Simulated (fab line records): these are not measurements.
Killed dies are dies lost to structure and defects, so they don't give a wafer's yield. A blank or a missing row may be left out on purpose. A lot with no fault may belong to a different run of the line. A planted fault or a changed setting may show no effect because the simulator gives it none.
Chamber matching	flow nand_harc	NHARC_P_STI_ETCH_42 on rie_diel-08: 4 sister chambers
The step etches the open film in N2/H2, target depth 80 nm, overetch 24 nm, time 61 s. 14 wafers are shown with their chamber, then 7 later ones without.

WAFERS WITH THEIR CHAMBER
wafer	chamber	drypump_motor_current_A (A)	rf_vpp_V (V)	oes_product_au (a.u.)
L079.1	0	5.5	435.0	1.003
L079.3	2	5.3	431.5	1.006
L079.5	3	6.2	431.2	1.001
L080.4	2	5.3	431.5	1.014
L080.5	3	6.2	431.9	1.003
L080.6	2	5.3	433.3	1.000
L084.1	0	5.5	432.6	0.997
L084.3	2	5.3	432.3	1.002
L084.6	1	5.9	431.9	0.980
L092.2	2	5.3	432.5	1.014
L092.5	3	6.2	432.3	0.999
L092.6	0	5.5	433.9	0.986
L094.2	1	5.8	431.1	0.994
L094.3	2	5.3	432.9	0.993

SIGNATURES, as means of the wafers listed above
reading	chamber 0	chamber 1	chamber 2	chamber 3	scatter within a chamber
drypump_motor_current_A	5.500	5.850	5.300	6.200	0.0224
rf_vpp_V	433.833	431.500	432.333	431.800	0.806
oes_product_au	0.99533	0.98700	1.00483	1.00100	0.00772
Rule: distance of a wafer from a chamber = root of the sum over the readings of ((wafer's reading minus chamber's mean) / reading's scatter) squared. The wafer belongs to the nearest chamber; if the next one is less than 2 further off, it can't be placed. How the scatter is found: for the shown wafers, subtract from each reading the mean of its chamber, square and add these, divide the total by (wafers less chambers), then take the root.

WAFERS WITHOUT THEIR CHAMBER
wafer	drypump_motor_current_A (A)	rf_vpp_V (V)	oes_product_au (a.u.)
L094.4	5.5	435.1	0.974
L095.1	5.8	433.2	0.991
L095.2	5.3	432.0	1.008
L095.6	5.5	436.9	0.974
L096.4	6.2	431.6	0.998
L096.5	5.3	431.2	1.022
L096.6	5.5	433.8	0.975

WHICH CHAMBER EACH WENT THROUGH
wafer	from the rows above	in truth
L094.4	0	0
L095.1	1	1
L095.2	2	2
L095.6	0	0
L096.4	3	3
L096.5	2	2
L096.6	0	0
Correctly placed: 7 of 7. Number that these rows cannot place: 0. Number placed wrongly: 0.
